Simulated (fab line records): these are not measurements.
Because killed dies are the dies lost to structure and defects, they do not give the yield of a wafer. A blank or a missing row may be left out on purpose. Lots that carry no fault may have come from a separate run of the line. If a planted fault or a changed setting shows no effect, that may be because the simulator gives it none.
Which tool was responsible?	flow nand_harc	10 lots, 30 wafers sampled, at 4 steps of a route of 1159

## WHAT THE GAUGES READ, wafer by wafer
NHARC_A_M0_CD_MEAS_09: target cd 80 nm. Usual: cd_nm reads 80.3 nm (standard deviation 0.79).
lot	measured	on	cd_nm (nm)	flag
L866	day 17 21:00	cd_sem-03	79.2 79.1 80.5	
L865	day 17 21:35	cd_sem-02	80.2 80.4 81.0	
L867	day 18 06:23	cd_sem-01	81.1 79.7 81.0	
L869	day 18 14:54	cd_sem-01	81.3 80.1 80.2	
L878	day 20 21:55	cd_sem-02	113.1 113.7 114.0	OFF
L877	day 20 22:32	cd_sem-03	113.7 112.7 113.6	OFF
L879	day 21 20:31	cd_sem-02	81.5 80.2 81.1	
L882	day 22 09:31	cd_sem-01	81.1 81.6 81.5	
L886	day 22 23:35	cd_sem-01	80.4 81.3 80.9	
L888	day 23 11:18	cd_sem-01	83.1 80.2 81.0	

## WHICH TOOL RAN EACH LOT (tool, then ch and the chambers of the sampled wafers, then the start)
lot	NHARC_A_CONTACT_ETCH_137	NHARC_A_CONTACT_ETCH_139	NHARC_A_M0_PEB_07
L866	har_cap_etch-02 ch 0,1, day 17 04:24	har_cap_etch-02 ch 0,1, day 17 04:38	litho_track-04 ch 0, day 17 20:55
L865	har_cap_etch-01 ch 0,1, day 17 04:34	har_cap_etch-01 ch 0,1, day 17 04:49	litho_track-01 ch 0, day 17 21:30
L867	har_cap_etch-01 ch 0,1, day 17 18:15	har_cap_etch-01 ch 0,1, day 17 18:31	litho_track-04 ch 0, day 18 06:18
L869	har_cap_etch-02 ch 0,1, day 18 06:39	har_cap_etch-02 ch 0,1, day 18 06:53	litho_track-06 ch 0, day 18 14:49
L878	har_cap_etch-02 ch 0,1, day 20 09:32	har_cap_etch-02 ch 0,1, day 20 09:47	litho_track-04 ch 0, day 20 21:50
L877	har_cap_etch-02 ch 0,1, day 20 11:34	har_cap_etch-02 ch 0,1, day 20 11:50	litho_track-04 ch 0, day 20 22:28
L879	har_cap_etch-03 ch 0, day 20 23:30	har_cap_etch-03 ch 0, day 20 23:46	litho_track-06 ch 0, day 21 20:26
L882	har_cap_etch-02 ch 0,1, day 21 14:04	har_cap_etch-02 ch 0,1, day 21 14:19	litho_track-06 ch 0, day 22 09:26
L886	har_cap_etch-01 ch 0,1, day 22 14:34	har_cap_etch-01 ch 0,1, day 22 14:49	litho_track-01 ch 0, day 22 23:30
L888	har_cap_etch-02 ch 0,1, day 23 02:58	har_cap_etch-02 ch 0,1, day 23 03:13	litho_track-06 ch 0, day 23 11:13
- NHARC_A_CONTACT_ETCH_137: etches the open film in C4F8/O2/Ar, time 132 s, target depth 1287 nm.
- NHARC_A_CONTACT_ETCH_139: etches the open film in C4F8/O2/Ar, time 137 s, target depth 590 nm.
- NHARC_A_M0_PEB_07: peb time 65 s.

## WHAT THE TOOLS THEMSELVES READ (means of the sampled wafers that have a number; where no wafer has one, the mark that the record gives instead)
NHARC_A_M0_PEB_07. Usual: heater_power_total_W 156.6 W, standard deviation 0.41; plate_temp_C 100.01 C, standard deviation 0.15.
lot	tool	heater_power_total_W (W)	plate_temp_C (C)	flag
L866	litho_track-04	156.1	99.99	
L865	litho_track-01	156.6	100.28	
L867	litho_track-04	156.6	100.08	
L869	litho_track-06	156.3	100.04	
L878	litho_track-04	181.0	111.24	OFF
L877	litho_track-04	181.5	111.32	OFF
L879	litho_track-06	156.7	99.72	
L882	litho_track-06	156.5	100.03	
L886	litho_track-01	156.3	100.00	
L888	litho_track-06	156.7	100.02	

## THE ANSWER, worked out from the rows above alone
Rule: a lot is off if the mean of its wafers that have a number lies more than 3 standard deviations from the usual mean. Also off: a lot with no number at a reading for which 4 or more lots have one. The other lots that the step has rows for count as sound. The gauges are gone through in route order, then the tools' own readings, and for those a lot's mean is taken as printed above. At the first step where some lot is off, the reading lying furthest off is the one used; lots without a number count as furthest.
Off at NHARC_A_M0_CD_MEAS_09 (cd_nm): L878, L877.
If a tool, at a process step before that reading, ran all the lots that are off and no sound lot after the first of them, it fits. The gauges at NHARC_A_M0_CD_MEAS_09 aren't tried: what is off there is off at NHARC_A_M0_PEB_07 too, on other tools, and a gauge's error can't cause that. One fits: NHARC_A_M0_PEB_07 on litho_track-04. A fault onset in the window from L867 (day 18 06:18, its last sound lot) to L878 (day 20 21:50, its first lot off) fits.
The tool's own readings at NHARC_A_M0_PEB_07 bear it out: on the lots that are off they differ by more than 5 times the standard deviation of the sound lots' means. heater_power_total_W reads 181.2 W there against 156.5 W on the sound lots; plate_temp_C reads 111.28 C there against 100.02 C on the sound lots.

## WHAT THE SIMULATOR HAD PUT IN
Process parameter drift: litho_track-04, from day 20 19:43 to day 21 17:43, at NHARC_A_M0_PEB_07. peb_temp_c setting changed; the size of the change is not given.
Shown lots that were struck: L878, L877. The rule given above showed the same thing.
